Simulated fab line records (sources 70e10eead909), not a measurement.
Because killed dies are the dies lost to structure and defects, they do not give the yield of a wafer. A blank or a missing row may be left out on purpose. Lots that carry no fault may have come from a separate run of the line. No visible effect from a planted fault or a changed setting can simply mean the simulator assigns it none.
Struck lot and sound lot, side by side || flow nand_harc || 22 steps out of a route of 1159
Sound: the wafers L519.2, L519.3, L519.5. Struck: wafers L510.1, L510.2, L510.3. The cause is named last.
Order at every step that has rows: each side's tool, ch and its chambers, its first start. Under that, the readings that differ: sound wafers || struck wafers || difference of the means || sigmas: that difference in standard deviations of wafers without a fault.
alike: a reading whose means differ by less than 2 such deviations, as well as words and numbers matching on both sides. not compared: withheld readings; readings where some wafer has no value; bounds like >300 that might hide an equal value; numbers whose values overlap and for which the record gives no deviation.
A row with sigmas, a row that says differs or no value, or rows on one side alone: a step with any of these is where the two part. Numbers that don't overlap but have no deviation are shown without sigmas and don't part them. Lack of a reading on every wafer of one side parts them only where that side has two or more wafers.

first, 1 step without rows for these wafers: NHARC_A_CONTACT_STRIP_27 (strips in post etch residue remover, time 600 s).
NHARC_A_CONTACT_ALD_18: deposits TiN, target thk 3 nm, pulse time 1 s, ald cycles 150.
  sound on ald_metal-03 ch 0,2, day 21 19:05; struck on ald_metal-02 ch 0,1,2, day 19 15:34
  alike: heater_power_w, precursor_pulse_height_rel
NHARC_A_CONTACT_CVD_19: deposits W, target thk 300 nm, time 802 s.
  sound: cvd_w-01 ch 0,1; struck: cvd_w-01 ch 0,1
{"reading": "throttle_valve_pct (%)", "sound": "7.93 7.59 7.39", "struck": "7.98 8.25 8.53", "difference": "+0.62", "sigmas": "+2"}
  alike: heater_power_w
NHARC_A_CONTACT_CMP_20: polishes, t overpolish 30 s, target thk 300 nm.
  sound on cmp-01 ch 0,3, day 21 20:11; struck on cmp-04 ch 0,1,3, day 19 18:29
  alike: motor_current_A, overpolish_run_s, time_to_endpoint_s
after that, 1 step had no rows for these wafers: NHARC_A_CONTACT_SRD_22.
NHARC_A_CONTACT_INSPECT_23:
  sound: defect_inspect-02 at day 21 20:34; struck: defect_inspect-02 at day 19 18:52
{"reading": "raw_defect_count", "sound": "518 282 399", "struck": "733 518 637", "difference": "+230", "sigmas": "+2"}
then, 5 steps without rows for these wafers: NHARC_A_BLC_DEHYDRATE_00 (time 120 s); NHARC_A_BLC_HMDS_01 (time 30 s); NHARC_A_BLC_COAT_02 (time 75 s); NHARC_A_BLC_COAT_03 (time 65 s); NHARC_A_BLC_COAT_04 (resist thk 90 nm).
NHARC_A_BLC_SOFTBAKE_05: time 55 s.
  sound on litho_track-01 ch 0, day 21 20:00; struck on litho_track-04 ch 0, day 19 18:00
{"reading": "heater_power_total_W (W)", "sound": "188.43 188.40 188.41", "struck": "165.50 165.48 165.37", "difference": -22.96, "sigmas": "-99 or more"}
then, 4 steps without rows for these wafers: NHARC_A_BLC_EBR_06; NHARC_A_BLC_EXPOSE_07 (exposes mask A BLC, target cd 100 nm); NHARC_A_BLC_PEB_08 (peb time 65 s); NHARC_A_BLC_DEVELOP_09 (develop time 35 s).
NHARC_A_BLC_CD_MEAS_10: the cd target is 100 nm.
  sound on cd_sem-02 ch 0, day 21 21:04; struck on cd_sem-01 ch 0, day 19 19:22
  alike: cd_nm
NHARC_A_BLC_OVL_MEAS_11:
  sound: overlay-02 at day 21 21:09; struck: overlay-02 at day 19 19:28
  alike: overlay_x_nm, overlay_y_nm
NHARC_A_BLC_INSPECT_12:
  sound: defect_inspect-02 at day 21 21:11; struck: defect_inspect-02 at day 19 19:30
  alike: raw_defect_count
NHARC_A_BLC_DESCUM_15: chemistry O2, time 3 s.
  sound on rie_diel-01 ch 2,3, day 21 21:15; struck on rie_diel-01 ch 0,1,3, day 19 19:34
  alike: drypump_motor_current_A, oes_product_au, rf_vpp_V, showerhead_plenum_p_Torr, throttle_valve_pct
  not compared: rf_hours_counter_h, model.A_BLC.cd_nm
NHARC_A_BLC_ETCH_16: etches the open film in CF4, target depth 39 nm, time 65 s.
  sound on rie_diel-01 ch 1,2,3, day 21 21:20; struck on rie_diel-01 ch 0,2,3, day 19 19:39
  alike: bias_w, drypump_motor_current_A, oes_product_au, rf_vpp_V, showerhead_plenum_p_Torr, throttle_valve_pct
  not compared: rf_hours_counter_h
after that, 1 step had no rows for these wafers: NHARC_END_SORT_01.

WHERE THEY PART
At NHARC_A_CONTACT_CVD_19 first; at NHARC_A_BLC_SOFTBAKE_05 last (within this record only). Later steps at which nothing parts them and some readings are alike: NHARC_A_BLC_CD_MEAS_10, NHARC_A_BLC_OVL_MEAS_11, NHARC_A_BLC_INSPECT_12, NHARC_A_BLC_DESCUM_15, NHARC_A_BLC_ETCH_16.

WHY: the cause the simulator had injected
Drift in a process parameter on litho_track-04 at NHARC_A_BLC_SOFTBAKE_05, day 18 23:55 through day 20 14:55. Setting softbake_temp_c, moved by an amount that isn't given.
